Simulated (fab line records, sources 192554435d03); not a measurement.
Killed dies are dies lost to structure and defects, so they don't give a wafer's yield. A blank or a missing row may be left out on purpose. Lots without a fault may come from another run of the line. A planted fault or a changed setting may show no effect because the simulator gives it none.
Chamber matching | flow n5_finfet | N5_BEOL_M9_CURE_71 on uv_cure-02: 3 sister chambers
The step cures SiCOH lowk, time 240 s. 6 wafers are shown with their chamber, then 9 later ones without.

WAFERS WITH THEIR CHAMBER
wafer  | chamber | wafer_temp_C_max | lamp_power_pct (%)
L081.4 | 0       | 386.6            | 52.34
L081.5 | 0       | 386.4            | 52.38
L085.4 | 1       | 386.9            | 52.24
L085.5 | 1       | 386.6            | 52.33
L089.2 | 2       | 386.7            | 52.34
L089.3 | 2       | 386.4            | 52.25

WAFERS WITHOUT THEIR CHAMBER
wafer  | wafer_temp_C_max | lamp_power_pct (%)
L086.3 | 386.5            | 52.43
L086.4 | 386.8            | 52.33
L086.6 | 386.8            | 52.28
L094.2 | 386.4            | 52.32
L094.3 | 386.7            | 52.27
L094.6 | 386.9            | 52.26
L095.2 | 386.7            | 52.31
L095.3 | 386.9            | 52.34
L095.4 | 387.0            | 52.30

WHICH CHAMBER EACH WENT THROUGH
wafer  | from the rows above          | in truth
L086.3 | can't be placed: 0 or 2 or 1 | 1
L086.4 | can't be placed: 1 or 2 or 0 | 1
L086.6 | can't be placed: 1 or 2 or 0 | 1
L094.2 | can't be placed: 0 or 2 or 1 | 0
L094.3 | can't be placed: 1 or 2 or 0 | 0
L094.6 | can't be placed: 1 or 2 or 0 | 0
L095.2 | can't be placed: 1 or 2 or 0 | 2
L095.3 | can't be placed: 1 or 2 or 0 | 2
L095.4 | can't be placed: 1 or 2 or 0 | 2
Placed correctly: 0 of 9. Can't be placed from these rows: 9 (the true chamber is among the candidates in 9). Placed wrongly: 0.
How it was worked out, from the rows above alone: a wafer's distance from a chamber is the root of the sum, over the readings, of the square of ((its reading less the chamber's mean) divided by the reading's scatter). The wafer belongs to the nearest chamber; if the next one is less than 2 further off, it can't be placed. A chamber's mean is the mean of its shown wafers. The scatter: the root of (the sum of the squares of (reading less its chamber's mean) over the shown wafers, divided by (wafers less chambers)).
